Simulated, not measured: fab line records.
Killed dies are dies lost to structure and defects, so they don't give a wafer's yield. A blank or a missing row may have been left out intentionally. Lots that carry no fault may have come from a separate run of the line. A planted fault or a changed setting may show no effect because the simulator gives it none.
fab line records | flow n5Finfet
record: lots: 10 | wafers: 30 | lastDay: 18
route steps=1938 shown BEOL_M5@1175 BEOL_M6@1198 PASSIVATION@1936
lots that met no fault: from a run of the same line without faults
startH: hours from the record's opening day to when the first of the lot's shown wafers began | waitH: hours from the lot's prior step to this one | " repeats the value in the row above | L1.1+2: one row covering several wafers at once | - either no value or no given start | * or withheld: withheld | < > ~ a bound
route shown NAME@n: names a module that has steps shown in the file, with the first one's number in the route | usual: mean/standard deviation taken from wafers without a fault | same: alike in all rows | chamber/n: place in a boat | sites: per-site readings | _std_site: standard deviation across them | _edge_site: outer sites' mean less inner sites' | radiusMm: how far each site lies from the wafer's centre | mask NAME#n: copy n | behind: the last tool/chamber to shape the wafer | hold: cause of the lot's hold/its duration in hours/its outcome | device: names the non-switching transistor (n, p or np) | end of line: the route-end tests of the same wafers | a step given without rows: its recipe and nothing more | killed: not the wafer's yield, but the dies lost to structure and defects at the first sort | map: dies across one wafer; x = killed, . = not, _ = none there
set.NAME: the setting the step ran with; set.NAME@STEP: the setting that earlier step ran with | model.NAME: the simulator's own value behind a step, which no gauge read
steps of the route over a sample of lots; a table a step, a row a wafer
services: a tool's chamber out of use, with start hour (startH, from the record's first day; less than 0 if before it), hours out, and reason
== steps ==
step: N5_BEOL_M5_SPUTTER_48
recipe: material: Cu | targetThkA: 150 | tempC: -20 | chamberPressurePa: 0.07 | powerW: withheld | timeS: 27.62
usual: chamberPressurePa: 0.06998/0.00013 | throttleValvePct: 30.1/1.1
lot.wafer | tool          | chamber | startH | waitH | chamberPressurePa | throttleValvePct
L285.2    | pvdSputter-03 | -       | 216.65 | 0.1   | 0.07011           | 31.5
L285.3    | "             | -       | "      | "     | 0.07007           | 28.6
L285.4    | "             | -       | "      | "     | 0.06986           | 30.5
L286.1    | pvdSputter-02 | -       | 221.63 | 0.1   | 0.07007           | 31.2
L286.3    | "             | -       | "      | "     | 0.07013           | 28.2
L286.5    | "             | -       | "      | "     | 0.07009           | 29.8
L287.1    | pvdSputter-02 | -       | 231.24 | 0.1   | 0.07002           | 31.0
L287.4    | "             | -       | "      | "     | 0.07037           | 29.5
L287.6    | "             | -       | "      | "     | 0.07033           | 31.2
L289.2    | pvdSputter-03 | -       | 242.73 | 0.2   | 0.06994           | 30.3
L289.5    | "             | -       | "      | "     | 0.06995           | 28.6
L289.6    | "             | -       | "      | "     | 0.06999           | 30.5
L288.1    | pvdSputter-02 | -       | 243.99 | 0.1   | 0.06989           | 30.7
L288.4    | "             | -       | "      | "     | 0.06992           | 29.7
L288.5    | "             | -       | "      | "     | 0.06971           | 30.6
L292.1    | pvdSputter-01 | -       | 267.03 | 0.2   | 0.06956           | 31.8
L292.4    | "             | -       | "      | "     | 0.06985           | 29.7
L292.5    | "             | -       | "      | "     | 0.0698            | 32.1
L295.1    | pvdSputter-03 | -       | 274.40 | 0.1   | 0.0697            | 29.9
L295.2    | "             | -       | "      | "     | 0.07021           | 30.4
L295.4    | "             | -       | "      | "     | 0.06995           | 28.9
L298.1    | pvdSputter-02 | -       | 292.59 | 0.2   | 0.06995           | 31.5
L298.2    | "             | -       | "      | "     | 0.06992           | 28.2
L298.3    | "             | -       | "      | "     | 0.06982           | 29.7
L300.1    | pvdSputter-02 | -       | 311.59 | 0.1   | 0.06992           | 30.8
L300.4    | "             | -       | "      | "     | 0.07012           | 30.6
L300.6    | "             | -       | "      | "     | 0.07002           | 29.8
L303.1    | pvdSputter-03 | -       | 327.76 | 1.4   | 0.06986           | 29.8
L303.4    | "             | -       | "      | "     | 0.06993           | 31.2
L303.6    | "             | -       | "      | "     | 0.06992           | 30.6
step: N5_BEOL_M5_CO_CAP_78
recipe: material: Co | targetThkA: 20 | tempC: 200 | precursor: CCTBA/H2 | pressureTorr: 30 | timeS: 102.1
usual: chamberPressureTorr: 29.99/0.056 | heaterPowerW: 237/26
lot.wafer | tool     | chamber | startH | waitH | chamberPressureTorr | heaterPowerW
L285.2    | cvdCo-02 | 0       | 223.79 | 0.0   | 30.08               | 250
L285.3    | "        | 1       | "      | "     | 30.00               | 242
L285.4    | "        | 2       | "      | "     | 30.05               | 238
L286.1    | cvdCo-01 | 2       | 226.89 | 0.0   | 29.96               | 227
L286.3    | "        | 1       | "      | "     | 29.96               | 273
L286.5    | "        | 2       | "      | "     | 29.94               | 227
L287.1    | cvdCo-01 | 0       | 236.60 | 0.0   | 29.95               | 194
L287.4    | "        | 2       | "      | "     | 30.13               | 227
L287.6    | "        | 0       | "      | "     | 29.99               | 194
L289.2    | cvdCo-02 | 1       | 248.04 | 0.0   | 30.02               | 242
L289.5    | "        | 2       | "      | "     | 30.05               | 240
L289.6    | "        | 1       | "      | "     | 30.00               | 238
L288.1    | cvdCo-02 | 2       | 249.21 | 0.0   | 30.11               | 240
L288.4    | "        | 1       | "      | "     | 30.07               | 238
L288.5    | "        | 0       | "      | "     | 30.06               | 251
L292.1    | cvdCo-02 | 2       | 272.30 | 0.0   | 29.89               | 246
L292.4    | "        | 1       | "      | "     | 29.97               | 237
L292.5    | "        | 0       | "      | "     | 29.98               | 247
L295.1    | cvdCo-01 | 2       | 279.63 | 0.0   | 30.00               | 229
L295.2    | "        | 1       | "      | "     | 29.88               | 277
L295.4    | "        | 1       | "      | "     | 29.87               | 277
L298.1    | cvdCo-02 | 0       | 297.84 | 0.0   | 30.01               | 251
L298.2    | "        | 1       | "      | "     | 29.98               | 238
L298.3    | "        | 2       | "      | "     | 29.97               | 240
L300.1    | cvdCo-01 | 1       | 316.81 | 0.0   | 29.91               | 276
L300.4    | "        | 0       | "      | "     | 30.05               | 194
L300.6    | "        | 2       | "      | "     | 30.04               | 224
L303.1    | cvdCo-01 | 1       | 332.97 | 0.0   | 29.99               | 275
L303.4    | "        | 0       | "      | "     | 29.97               | 195
L303.6    | "        | 1       | "      | "     | 29.92               | 281
step: N5_BEOL_M5_PRE_CLEAN_55
recipe: gas: NH3 | timeS: 15 | tempC: withheld | rfPowerW: 300
usual: rfFwdPowerW: 295.2/1.6
lot.wafer | tool     | chamber | startH | waitH | rfFwdPowerW
L285.2    | pecvd-01 | 2       | 223.88 | 0.1   | 297.9
L285.3    | "        | 1       | "      | "     | 296.7
L285.4    | "        | 0       | "      | "     | 292.9
L286.1    | pecvd-01 | 0       | 226.98 | 0.1   | 294.2
L286.3    | "        | 1       | "      | "     | 295.2
L286.5    | "        | 2       | "      | "     | 295.9
L287.1    | pecvd-04 | 2       | 236.69 | 0.1   | 295.6
L287.4    | "        | 2       | "      | "     | 295.0
L287.6    | "        | 1       | "      | "     | 292.1
L289.2    | pecvd-04 | 2       | 248.13 | 0.1   | 295.6
L289.5    | "        | 2       | "      | "     | 294.0
L289.6    | "        | 1       | "      | "     | 292.8
L288.1    | pecvd-04 | 2       | 249.30 | 0.1   | 294.2
L288.4    | "        | 1       | "      | "     | 293.1
L288.5    | "        | 0       | "      | "     | 294.2
L292.1    | pecvd-04 | 1       | 272.39 | 0.1   | 291.6
L292.4    | "        | 1       | "      | "     | 291.1
L292.5    | "        | 0       | "      | "     | 295.4
L295.1    | pecvd-01 | 2       | 279.73 | 0.1   | 297.6
L295.2    | "        | 0       | "      | "     | 294.0
L295.4    | "        | 1       | "      | "     | 295.9
L298.1    | pecvd-01 | 1       | 297.94 | 0.1   | 296.2
L298.2    | "        | 2       | "      | "     | 296.1
L298.3    | "        | 0       | "      | "     | 294.4
L300.1    | pecvd-02 | 0       | 316.90 | 0.1   | 292.5
L300.4    | "        | 1       | "      | "     | 294.3
L300.6    | "        | 0       | "      | "     | 293.5
L303.1    | pecvd-02 | 1       | 333.07 | 0.1   | 296.4
L303.4    | "        | 0       | "      | "     | 294.1
L303.6    | "        | 2       | "      | "     | 295.0
step: N5_BEOL_M5_INSPECT_58
recipe: inspectInstrument: darkfield | mode: postDep
usual: rawDefectCount: 63/18
lot.wafer | tool             | chamber | startH | waitH | rawDefectCount
L285.2    | defectInspect-01 | -       | 224.00 | 0.0   | 57
L285.3    | "                | -       | "      | "     | 60
L285.4    | "                | -       | "      | "     | 45
L286.1    | defectInspect-02 | -       | 227.10 | 0.0   | 81
L286.3    | "                | -       | "      | "     | 31
L286.5    | "                | -       | "      | "     | 70
L287.1    | defectInspect-02 | -       | 236.80 | 0.0   | 72
L287.4    | "                | -       | "      | "     | 60
L287.6    | "                | -       | "      | "     | 95
L289.2    | defectInspect-02 | -       | 248.25 | 0.0   | 70
L289.5    | "                | -       | "      | "     | 102
L289.6    | "                | -       | "      | "     | 56
L288.1    | defectInspect-01 | -       | 249.42 | 0.0   | 40
L288.4    | "                | -       | "      | "     | 67
L288.5    | "                | -       | "      | "     | 620
L292.1    | defectInspect-02 | -       | 272.51 | 0.0   | 77
L292.4    | "                | -       | "      | "     | 78
L292.5    | "                | -       | "      | "     | 594
L295.1    | defectInspect-02 | -       | 279.84 | 0.0   | 44
L295.2    | "                | -       | "      | "     | 69
L295.4    | "                | -       | "      | "     | 69
L298.1    | defectInspect-02 | -       | 298.05 | 0.0   | 79
L298.2    | "                | -       | "      | "     | 65
L298.3    | "                | -       | "      | "     | 59
L300.1    | defectInspect-02 | -       | 317.02 | 0.0   | 85
L300.4    | "                | -       | "      | "     | 58
L300.6    | "                | -       | "      | "     | 49
L303.1    | defectInspect-01 | -       | 333.18 | 0.0   | 39
L303.4    | "                | -       | "      | "     | 48
L303.6    | "                | -       | "      | "     | 38
step: N5_BEOL_M6_HM_DEP_02
recipe: material: TiN | targetThkA: 200 | tempC: 25 | chamberPressurePa: 0.49996
usual: chamberPressurePa: 0.5000/0.001 | throttleValvePct: 30.0/1.1
lot.wafer | tool          | chamber | startH | waitH | chamberPressurePa | throttleValvePct
L285.2    | pvdSputter-01 | -       | 225.57 | 0.9   | 0.4985            | 31.8
L285.3    | "             | -       | "      | "     | 0.5013            | 30.1
L285.4    | "             | -       | "      | "     | 0.5010            | 29.4
L286.1    | pvdSputter-03 | -       | 228.72 | 0.9   | 0.4990            | 30.5
L286.3    | "             | -       | "      | "     | 0.5021            | 30.2
L286.5    | "             | -       | "      | "     | 0.4994            | 28.2
L287.1    | pvdSputter-02 | -       | 239.37 | 1.9   | 0.5002            | 30.6
L287.4    | "             | -       | "      | "     | 0.5007            | 28.3
L287.6    | "             | -       | "      | "     | 0.5004            | 30.6
L289.2    | pvdSputter-01 | -       | 249.95 | 1.0   | 0.5020            | 29.5
L289.5    | "             | -       | "      | "     | 0.4998            | 32.1
L289.6    | "             | -       | "      | "     | 0.4992            | 29.6
L288.1    | pvdSputter-02 | -       | 250.58 | 0.5   | 0.4998            | 28.3
L288.4    | "             | -       | "      | "     | 0.5002            | 31.3
L288.5    | "             | -       | "      | "     | 0.5003            | 30.7
L292.1    | pvdSputter-02 | -       | 273.96 | 0.8   | 0.4981            | 29.8
L292.4    | "             | -       | "      | "     | 0.5004            | 28.4
L292.5    | "             | -       | "      | "     | 0.4997            | 31.3
L295.1    | pvdSputter-02 | -       | 282.52 | 1.3   | 0.5003            | 28.4
L295.2    | "             | -       | "      | "     | 0.4992            | 30.4
L295.4    | "             | -       | "      | "     | 0.4996            | 29.5
L298.1    | pvdSputter-02 | -       | 302.42 | 3.7   | 0.4981            | 28.8
L298.2    | "             | -       | "      | "     | 0.4981            | 30.6
L298.3    | "             | -       | "      | "     | 0.5002            | 31.2
L300.1    | pvdSputter-02 | -       | 321.63 | 3.9   | 0.4993            | 31.2
L300.4    | "             | -       | "      | "     | 0.4994            | 28.4
L300.6    | "             | -       | "      | "     | 0.5009            | 29.6
L303.1    | pvdSputter-02 | -       | 335.75 | 1.9   | 0.4996            | 28.4
L303.4    | "             | -       | "      | "     | 0.4996            | 31.5
L303.6    | "             | -       | "      | "     | 0.5000            | 29.7
step: N5_BEOL_M6_INSPECT_13
recipe: mode: adi | inspectInstrument: brightfield
usual: rawDefectCount: 391/85
lot.wafer | tool             | chamber | startH | waitH | rawDefectCount
L285.2    | defectInspect-02 | -       | 226.12 | 0.0   | 344
L285.3    | "                | -       | "      | "     | 417
L285.4    | "                | -       | "      | "     | 440
L286.1    | defectInspect-01 | -       | 229.15 | 0.0   | 366
L286.3    | "                | -       | "      | "     | 399
L286.5    | "                | -       | "      | "     | 322
L287.1    | defectInspect-02 | -       | 239.93 | 0.0   | 561
L287.4    | "                | -       | "      | "     | 649
L287.6    | "                | -       | "      | "     | 539
L289.2    | defectInspect-02 | -       | 250.50 | 0.0   | 337
L289.5    | "                | -       | "      | "     | 387
L289.6    | "                | -       | "      | "     | 384
L288.1    | defectInspect-02 | -       | 251.01 | 0.0   | 260
L288.4    | "                | -       | "      | "     | 324
L288.5    | "                | -       | "      | "     | 989
L292.1    | defectInspect-02 | -       | 274.54 | 0.0   | 364
L292.4    | "                | -       | "      | "     | 415
L292.5    | "                | -       | "      | "     | 894
L295.1    | defectInspect-02 | -       | 283.07 | 0.0   | 555
L295.2    | "                | -       | "      | "     | 485
L295.4    | "                | -       | "      | "     | 465
L298.1    | defectInspect-01 | -       | 302.97 | 0.0   | 422
L298.2    | "                | -       | "      | "     | 284
L298.3    | "                | -       | "      | "     | 365
L300.1    | defectInspect-02 | -       | 322.06 | 0.0   | 402
L300.4    | "                | -       | "      | "     | 459
L300.6    | "                | -       | "      | "     | 365
L303.1    | defectInspect-01 | -       | 336.30 | 0.0   | 359
L303.4    | "                | -       | "      | "     | 396
L303.6    | "                | -       | "      | "     | 404
step: N5_BEOL_M6_INSPECT_30
recipe: mode: adi | inspectInstrument: brightfield
usual: rawDefectCount: 406/94
lot.wafer | tool             | chamber | startH | waitH | rawDefectCount
L285.2    | defectInspect-02 | -       | 228.45 | 0.0   | 355
L285.3    | "                | -       | "      | "     | 436
L285.4    | "                | -       | "      | "     | 425
L286.1    | defectInspect-01 | -       | 230.16 | 0.1   | 392
L286.3    | "                | -       | "      | "     | 377
L286.5    | "                | -       | "      | "     | 313
L287.1    | defectInspect-02 | -       | 241.81 | 0.1   | 573
L287.4    | "                | -       | "      | "     | 664
L287.6    | "                | -       | "      | "     | 540
L289.2    | defectInspect-02 | -       | 252.66 | 0.0   | 297
L289.5    | "                | -       | "      | "     | 371
L289.6    | "                | -       | "      | "     | 380
L288.1    | defectInspect-01 | -       | 253.09 | 0.1   | 246
L288.4    | "                | -       | "      | "     | 287
L288.5    | "                | -       | "      | "     | 915
L292.1    | defectInspect-01 | -       | 277.06 | 0.1   | 307
L292.4    | "                | -       | "      | "     | 361
L292.5    | "                | -       | "      | "     | 833
L295.1    | defectInspect-02 | -       | 285.83 | 0.1   | 566
L295.2    | "                | -       | "      | "     | 475
L295.4    | "                | -       | "      | "     | 454
L298.1    | defectInspect-02 | -       | 305.92 | 0.1   | 504
L298.2    | "                | -       | "      | "     | 345
L298.3    | "                | -       | "      | "     | 415
L300.1    | defectInspect-02 | -       | 323.17 | 0.1   | 404
L300.4    | "                | -       | "      | "     | 433
L300.6    | "                | -       | "      | "     | 347
L303.1    | defectInspect-02 | -       | 338.55 | 0.1   | 405
L303.4    | "                | -       | "      | "     | 462
L303.6    | "                | -       | "      | "     | 498
step: N5_PASSIVATION_PROBE_49
usual: defectLimitedYield: 91.2/1.5 | killed_at_M0_to_M3: 32/9.6 | killed_at_M4_up: 13/5.3 | killedAtContacts: 13/6.7 | killedAtFrontEnd: 42/11 | killedAtOther: 3.8/2.9 | killedDies: 103/17 | killedOnRim: 14/4.4 | killedOpen: 67/13 | killedShort: 35/7.9 | sort_bin_5_function: 5.2/0.94 | sort_bin_6_memory: 3.3/0.64 | sortNPass: 1077/17 | sortYieldPct: 91.2/1.5
same: grossDies: 1180 | killedAtBackSide: 0 | sort_bin_4_leakage[%]: 0 | sort_bin_8_speed[%]: 0
lot.wafer | tool      | chamber | startH | waitH | defectLimitedYield[%] | killed_at_M0_to_M3 | killed_at_M4_up | killedAtContacts | killedAtFrontEnd | killedAtOther | killedDies | killedOnRim | killedOpen | killedShort | sort_bin_5_function[%] | sort_bin_6_memory[%] | sortNPass | sortYieldPct[%]
L288.1    | prober-02 | -       | 347.96 | 0.0   | 92.6                  | 39                 | 10              | 7                | 31               | 0             | 87         | 12          | 61         | 26          | 3.8                    | 3.2                  | 1093      | 92.6
L288.4    | prober-02 | -       | 348.11 | 0.2   | 93.5                  | 32                 | 11              | 7                | 21               | 6             | 77         | 8           | 49         | 28          | 3.7                    | 2.5                  | 1103      | 93.5
L288.5    | prober-02 | -       | 348.16 | 0.2   | 87.0                  | 30                 | 99              | 5                | 18               | 1             | 153        | 26          | 48         | 22          | 7.6                    | 3.5                  | 1027      | 87.0
L292.1    | prober-02 | -       | 371.17 | 0.0   | 90.8                  | 35                 | 8               | 23               | 36               | 6             | 108        | 19          | 56         | 50          | 5.3                    | 3.3                  | 1072      | 90.8
L292.4    | prober-02 | -       | 371.32 | 0.2   | 90.7                  | 33                 | 10              | 20               | 44               | 3             | 110        | 16          | 70         | 38          | 5.6                    | 3.3                  | 1070      | 90.7
L292.5    | prober-02 | -       | 371.37 | 0.2   | 82.2                  | 42                 | 96              | 14               | 57               | 1             | 210        | 35          | 84         | 40          | 10.8                   | 5.0                  | 970       | 82.2
killed by level:class
L288.1 BEOL_M0_SAQP:geometricParticle:open=9 FIN_SAQP:geometricParticle:open=8 BEOL_M1:geometricParticle:open=8 BEOL_M3:geometricParticle:open=7 DUMMY_GATE:geometricParticle:open=6 MOL_CONTACT_COAG:geometricParticle:open=5 BEOL_M0_SAQP:geometricParticle:short=5 BEOL_M1:geometricParticle:short=4
L288.4 BEOL_M0_SAQP:geometricParticle:open=8 FIN_SAQP:geometricParticle:open=6 BEOL_M0_SAQP:geometricParticle:short=6 BEOL_M3:geometricParticle:open=6 BEOL_M2:geometricParticle:open=5 FIN_SAQP:geometricParticle:short=4 MOL_CONTACT_COAG:geometricParticle:short=4 PASS1_DEP:geometricParticle:open=4
L288.5 BEOL_M5:unspecified=82 BEOL_M0_SAQP:geometricParticle:short=7 BEOL_M1:geometricParticle:open=7 DUMMY_GATE:geometricParticle:open=5 BEOL_M4:geometricParticle:open=5 BEOL_M7:geometricParticle:open=5 MOL_CONTACT_COAG:geometricParticle:open=4 BEOL_M1:geometricParticle:short=4
L292.1 MOL_CONTACT_COAG:geometricParticle:open=16 FIN_SAQP:geometricParticle:short=12 BEOL_M0_SAQP:geometricParticle:short=12 BEOL_M0_SAQP:geometricParticle:open=9 FIN_SAQP:geometricParticle:open=8 MOL_CONTACT_COAG:geometricParticle:short=7 MIM_TOP_ETCH:geometricParticle:short=5 BEOL_M2:geometricParticle:open=4
L292.4 MOL_CONTACT_COAG:geometricParticle:open=14 STI_FIN_REVEAL:geometricParticle:open=13 FIN_SAQP:geometricParticle:open=9 BEOL_M0_SAQP:geometricParticle:short=9 BEOL_M0_SAQP:geometricParticle:open=6 DUMMY_GATE:geometricParticle:open=5 GATE_CUT:geometricParticle:short=5 MOL_CONTACT_COAG:geometricParticle:short=5
L292.5 BEOL_M5:unspecified=86 FIN_SAQP:geometricParticle:short=15 BEOL_M2:geometricParticle:open=13 FIN_SAQP:geometricParticle:open=12 STI_FIN_REVEAL:geometricParticle:open=12 MOL_CONTACT_COAG:geometricParticle:open=9 BEOL_M0_SAQP:geometricParticle:short=7 BEOL_M0_SAQP:geometricParticle:open=7
== services ==
tool          | chamber | startH | hours | kind
pecvd-02      | 0       | 197.30 | 2.1   | scheduledDown
cvdCo-01      | -       | 201.25 | 2.8   | pm
pecvd-04      | 0       | 228.16 | 5.5   | scheduledDown
cvdCo-02      | 0       | 240.22 | 3.9   | repair
cvdCo-01      | -       | 263.83 | 0.6   | repair
pvdSputter-03 | -       | 271.86 | 1.3   | repair
pecvd-04      | -       | 300.67 | 1.8   | repair
cvdCo-01      | -       | 301.80 | 14.6  | pm
pecvd-01      | 0       | 320.20 | 12.9  | repair
cvdCo-02      | 1       | 333.33 | -     | clean
cvdCo-02      | 1       | 333.33 | 22.0  | scheduledDown
cvdCo-02      | 1       | 333.33 | 22.0  | ventCycle
== key ==
firstSign: step: N5_BEOL_M5_INSPECT_58 | reading: rawDefectCount | direction: up | sigmas: 31 | usual: 63 | struck: 607
effect: step: N5_BEOL_M6_INSPECT_13 | reading: rawDefectCount | direction: up | sigmas: 6.5 | usual: 391 | struck: 942
effect: step: N5_BEOL_M6_INSPECT_30 | reading: rawDefectCount | direction: up | sigmas: 5 | usual: 406 | struck: 874
effect: step: N5_PASSIVATION_PROBE_49 | reading: killed_at_M4_up | direction: up | sigmas: 16 | usual: 13 | struck: 98
moreKillsBornAt: N5_BEOL_M5_PRE_CLEAN_55@pecvd-04: 168
metAt N5_BEOL_M5_PRE_CLEAN_55
struckLots L288,L292
struckWafers L288.5,L292.5
notActingAt N5_BEOL_M5_SPUTTER_48,N5_BEOL_M5_CO_CAP_78,N5_BEOL_M6_HM_DEP_02
fault: kind: chamberParticleSource | tool: pecvd-04 | chamber: 0 | onsetH: 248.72 | steps: N5_BEOL_M5_PRE_CLEAN_55 | ratePerVisitCm2: 0.78231 | endH: 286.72
